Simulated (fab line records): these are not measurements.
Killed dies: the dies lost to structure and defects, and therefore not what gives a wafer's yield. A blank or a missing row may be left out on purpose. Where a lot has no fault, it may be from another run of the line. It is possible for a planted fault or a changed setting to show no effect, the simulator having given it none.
Chamber matching :: flow n5-finfet :: 4 sister chambers for N5_BEOL_M12_ETCH_59 on rie-diel-05
The step etches BARC in N2/H2, target depth 89 nm, overetch 26.7 nm, time 67.9 s. 8 wafers are shown with their chamber, then 11 later ones without.

## WAFERS WITH THEIR CHAMBER
wafer: L077.6
chamber: 3
throttle-valve-pct (%): 17.58
showerhead-plenum-p-Torr (Torr): 2.66

wafer: L080.4
chamber: 2
throttle-valve-pct (%): 17.88
showerhead-plenum-p-Torr (Torr): 2.56

wafer: L080.5
chamber: 2
throttle-valve-pct (%): 17.90
showerhead-plenum-p-Torr (Torr): 2.56

wafer: L086.6
chamber: 3
throttle-valve-pct (%): 17.62
showerhead-plenum-p-Torr (Torr): 2.65

wafer: L091.3
chamber: 0
throttle-valve-pct (%): 17.50
showerhead-plenum-p-Torr (Torr): 2.63

wafer: L091.4
chamber: 1
throttle-valve-pct (%): 18.25
showerhead-plenum-p-Torr (Torr): 2.68

wafer: L091.6
chamber: 1
throttle-valve-pct (%): 18.24
showerhead-plenum-p-Torr (Torr): 2.68

wafer: L087.1
chamber: 0
throttle-valve-pct (%): 17.48
showerhead-plenum-p-Torr (Torr): 2.63

## WAFERS WHOSE CHAMBER IS MISSING
wafer: L087.2
throttle-valve-pct (%): 17.91
showerhead-plenum-p-Torr (Torr): 2.55

wafer: L087.6
throttle-valve-pct (%): 17.47
showerhead-plenum-p-Torr (Torr): 2.63

wafer: L088.1
throttle-valve-pct (%): 17.91
showerhead-plenum-p-Torr (Torr): 2.55

wafer: L088.5
throttle-valve-pct (%): 17.48
showerhead-plenum-p-Torr (Torr): 2.63

wafer: L088.6
throttle-valve-pct (%): 17.61
showerhead-plenum-p-Torr (Torr): 2.65

wafer: L094.1
throttle-valve-pct (%): 18.27
showerhead-plenum-p-Torr (Torr): 2.68

wafer: L094.3
throttle-valve-pct (%): 17.51
showerhead-plenum-p-Torr (Torr): 2.62

wafer: L094.4
throttle-valve-pct (%): 17.64
showerhead-plenum-p-Torr (Torr): 2.64

wafer: L097.2
throttle-valve-pct (%): 17.64
showerhead-plenum-p-Torr (Torr): 2.64

wafer: L097.3
throttle-valve-pct (%): 17.93
showerhead-plenum-p-Torr (Torr): 2.55

wafer: L097.6
throttle-valve-pct (%): 17.95
showerhead-plenum-p-Torr (Torr): 2.55

## CHAMBER TAKEN BY EACH
wafer: L087.2
from the rows above: 2
in truth: 2

wafer: L087.6
from the rows above: 0
in truth: 0

wafer: L088.1
from the rows above: 2
in truth: 2

wafer: L088.5
from the rows above: 0
in truth: 0

wafer: L088.6
from the rows above: 3
in truth: 3

wafer: L094.1
from the rows above: 1
in truth: 1

wafer: L094.3
from the rows above: 0
in truth: 0

wafer: L094.4
from the rows above: 3
in truth: 3

wafer: L097.2
from the rows above: 3
in truth: 3

wafer: L097.3
from the rows above: 2
in truth: 2

wafer: L097.6
from the rows above: 2
in truth: 2
Correctly placed: 11 of 11. From these rows, 0 cannot be placed. 0 placed wrongly.
How it was worked out, from the rows above alone: a wafer's distance from a chamber is the root of the sum, over the readings, of the square of ((its reading less the chamber's mean) divided by the reading's scatter). The wafer belongs to the nearest chamber; if the next one is less than 2 further off, it can't be placed. For every chamber, the mean is computed from those of its wafers that are shown. How the scatter is found: for the shown wafers, subtract from each reading the mean of its chamber, square and add these, divide the total by (wafers less chambers), then take the root.
